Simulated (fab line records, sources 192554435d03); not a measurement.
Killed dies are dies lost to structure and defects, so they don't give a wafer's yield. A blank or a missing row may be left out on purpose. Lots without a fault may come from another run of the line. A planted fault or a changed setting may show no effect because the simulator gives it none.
Problem report in the 8D (eight disciplines) form, filled by code | flow n5_finfet | the parts of the form that need people (team, actions taken, sign-off) are left out

1. THE PROBLEM
M11_ILD_THK at N5_BEOL_M11_THK_MEAS_01 reads a mean of 398 nm on 2 wafers of 2 lots; wafers without a fault read 267 nm with a standard deviation of 3.7. That is +35 standard deviations from the usual mean.
First seen on wafer L457.3, day 14 21:06, on film_metro-02. The record holds 29 wafers of 10 lots with a number at this step. Rule for "out", or "out of limits": more than 4 standard deviations from the usual mean. The other wafers with a number count as sound.

2. WHAT IT IS AND WHAT IT IS NOT
question                    | is                | is not
which readings at this step | M11_ILD_THK       | -
which lots                  | L457, L459        | L445, L446, L447, L448, L449, L461, L463, L465
which wafers of those lots  | L457.3, L459.3    | L457.1, L457.2, L459.1, L459.4
read on which gauges        | film_metro-02     | film_metro-01
when                        | from day 14 21:06 | up to then (16 sound wafers); but 11 sound wafers of L459, L461, L463, L465 came after

3. SUSPECTS, AND WHAT RULES EACH OUT
Counting: a tool at a process step up to the reading stays a suspect if it ran every lot that is out. Sound lots after the first of them don't rule it out here, since some wafers of a struck lot are sound.
- the gauge at N5_BEOL_M11_THK_MEAS_01: ruled out. All the wafers that are out were read on film_metro-02, but those of them that N5_BEOL_M11_ILD_DEP_00 has rows for are out there too, on other tools.
- pecvd-01 at N5_BEOL_M10_DEP_56 (deposits SiCN from 3MS/NH3, target thk 15 nm, time 26.5 s): kept. It ran every lot that is out, first L457 (day 14 20:22); its last sound lot up to then is L449 (day 12 03:05).
- pecvd-04 at N5_BEOL_M11_ILD_DEP_00 (deposits SiCOH lowk from DEMS/porogen, target thk 308.51 nm, time 58 s): kept. It ran every lot that is out, first L457 (day 14 20:31); its last sound lot up to then is L449 (day 12 03:13). Its own readings are out on those wafers: run_length_s.
Left after counting: pecvd-01 at N5_BEOL_M10_DEP_56, pecvd-04 at N5_BEOL_M11_ILD_DEP_00.

4. THE CAUSE (what the simulator had put in)
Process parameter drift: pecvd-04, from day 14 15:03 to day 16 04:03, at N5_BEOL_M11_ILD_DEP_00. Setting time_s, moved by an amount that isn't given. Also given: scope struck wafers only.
Counting left 2 suspects, and this tool is among them.

5. THE CHAIN OF EFFECTS, in route order
Each row: a reading whose mean over the struck wafers that have a number lies more than 3 standard deviations from the usual. Only readings for which the record gives a usual standard deviation are gone through. hours: the time from each lot's start at the first step in this table that gives one to its start at this step, as a median over the lots. sigmas: the change in usual standard deviations.
hours | step                    | reading              | usual   | on struck wafers | change | sigmas
0     | N5_BEOL_M11_ILD_DEP_00  | run_length_s         | 101.0 s | 128.9            | +27.9  | +62
1     | N5_BEOL_M11_THK_MEAS_01 | M11_ILD_THK          | 267 nm  | 398              | +131   | +35
52    | N5_PASSIVATION_PROBE_49 | defect_limited_yield | 91.3 %  | 0.0              | -91.3  | -70
52    | N5_PASSIVATION_PROBE_49 | killed_at_M4_up      | 14      | 1082             | +1068  | +99 or more
52    | N5_PASSIVATION_PROBE_49 | killed_dies          | 102     | 1180             | +1078  | +67
52    | N5_PASSIVATION_PROBE_49 | killed_on_rim        | 13      | 152              | +139   | +35
52    | N5_PASSIVATION_PROBE_49 | sort_bin_5_function  | 5.2 %   | 95.9             | +90.7  | +99 or more
52    | N5_PASSIVATION_PROBE_49 | sort_n_pass          | 1078    | 0                | -1078  | -67
52    | N5_PASSIVATION_PROBE_49 | sort_yield_pct       | 91.3 %  | 0.0              | -91.3  | -70
The process steps in it:
- N5_BEOL_M11_ILD_DEP_00: deposits SiCOH lowk from DEMS/porogen, target thk 308.51 nm, time 58 s.
- N5_PASSIVATION_PROBE_49

6. WHAT WOULD HAVE CAUGHT IT SOONER
In this record the first reading out of limits at a measuring or inspecting step was taken at day 14 21:06, 6 hours after the fault began at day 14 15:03.
The tool's own readings at N5_BEOL_M11_ILD_DEP_00 were out on every struck wafer that the step has a row for (run_length_s): an alarm limit on them would have fired on the first of those.
Of the lots that are out (2), L459 began N5_BEOL_M11_ILD_DEP_00 on pecvd-04 after day 14 21:06. A hold on the tool at that time would have spared it.
